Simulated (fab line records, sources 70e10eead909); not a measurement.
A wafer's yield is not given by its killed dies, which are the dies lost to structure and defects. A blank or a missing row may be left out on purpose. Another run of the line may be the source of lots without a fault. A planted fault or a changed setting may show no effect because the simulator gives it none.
Matching of chambers | flow nandHarc | 4 sister chambers for NHARC_A_SLIT_ETCH_29 on rieDiel-03
The step etches the open film in CF4/O2, target depth 100 nm, overetch 10 nm, time 55 s. 24 wafers are shown with their chamber, then 12 later ones without.

== WAFERS PAIRED WITH THEIR CHAMBERS ==
wafer  | chamber | showerheadPlenumPTorr (Torr) | drypumpMotorCurrentA (A) | rfVppV (V)
L076.2 | 0       | 1.24                         | 5.3                      | 195.5
L076.4 | 2       | 1.29                         | 5.6                      | 197.4
L076.5 | 3       | 1.24                         | 5.8                      | 196.5
L079.2 | 2       | 1.29                         | 5.6                      | 196.9
L079.4 | 0       | 1.24                         | 5.3                      | 195.5
L079.5 | 2       | 1.29                         | 5.5                      | 196.7
L083.2 | 1       | 1.39                         | 6.1                      | 198.9
L083.5 | 1       | 1.39                         | 6.1                      | 198.8
L083.6 | 0       | 1.24                         | 5.3                      | 195.1
L089.1 | 2       | 1.29                         | 5.6                      | 198.0
L089.5 | 2       | 1.29                         | 5.6                      | 197.0
L089.6 | 3       | 1.24                         | 5.8                      | 197.2
L088.1 | 2       | 1.29                         | 5.6                      | 196.7
L088.2 | 1       | 1.39                         | 6.1                      | 198.7
L088.4 | 3       | 1.24                         | 5.8                      | 196.2
L091.1 | 2       | 1.29                         | 5.6                      | 196.7
L091.4 | 3       | 1.24                         | 5.8                      | 193.6
L091.5 | 2       | 1.29                         | 5.5                      | 197.0
L092.1 | 1       | 1.39                         | 6.1                      | 200.3
L092.3 | 0       | 1.24                         | 5.3                      | 195.9
L092.5 | 1       | 1.38                         | 6.1                      | 198.1
L093.3 | 1       | 1.38                         | 6.1                      | 197.8
L093.5 | 3       | 1.24                         | 5.8                      | 195.7
L093.6 | 0       | 1.24                         | 5.3                      | 194.5

SIGNATURES (means of the wafers above)
reading               | chamber 0 | chamber 1 | chamber 2 | chamber 3 | scatter within a chamber
showerheadPlenumPTorr | 1.2400    | 1.3867    | 1.2900    | 1.2400    | 0.00258
drypumpMotorCurrentA  | 5.300     | 6.100     | 5.575     | 5.800     | 0.0274
rfVppV                | 195.300   | 198.767   | 197.050   | 195.840   | 0.829
Rule: a wafer's distance from a chamber is the root of the sum, over the readings, of the square of ((its reading less the chamber's mean) divided by the reading's scatter). If the next closest chamber is less than 2 further off than the closest, the wafer can't be placed; otherwise it belongs to the closest. The scatter is the square root of a quotient: the sum, over the shown wafers, of each reading's squared deviation from its chamber's mean, divided by wafers minus chambers.

== WAFERS WITH NO CHAMBER GIVEN ==
wafer  | showerheadPlenumPTorr (Torr) | drypumpMotorCurrentA (A) | rfVppV (V)
L096.1 | 1.38                         | 6.1                      | 199.4
L096.2 | 1.24                         | 5.2                      | 194.9
L096.3 | 1.29                         | 5.6                      | 197.8
L096.4 | 1.24                         | 5.8                      | 196.8
L096.5 | 1.38                         | 6.1                      | 198.5
L096.6 | 1.24                         | 5.3                      | 195.3
L095.3 | 1.29                         | 5.5                      | 197.4
L095.5 | 1.24                         | 5.8                      | 195.7
L095.6 | 1.29                         | 5.5                      | 197.5
L097.2 | 1.29                         | 5.6                      | 196.5
L097.3 | 1.24                         | 5.3                      | 196.4
L097.4 | 1.24                         | 5.8                      | 194.4

== WHICH CHAMBER EACH ONE RAN IN ==
wafer  | from the rows above | in truth
L096.1 | 1                   | 1
L096.2 | 0                   | 0
L096.3 | 2                   | 2
L096.4 | 3                   | 3
L096.5 | 1                   | 1
L096.6 | 0                   | 0
L095.3 | 2                   | 2
L095.5 | 3                   | 3
L095.6 | 2                   | 2
L097.2 | 2                   | 2
L097.3 | 0                   | 0
L097.4 | 3                   | 3
12 of 12 placed correctly. Number that these rows cannot place: 0. Wrongly placed: 0.
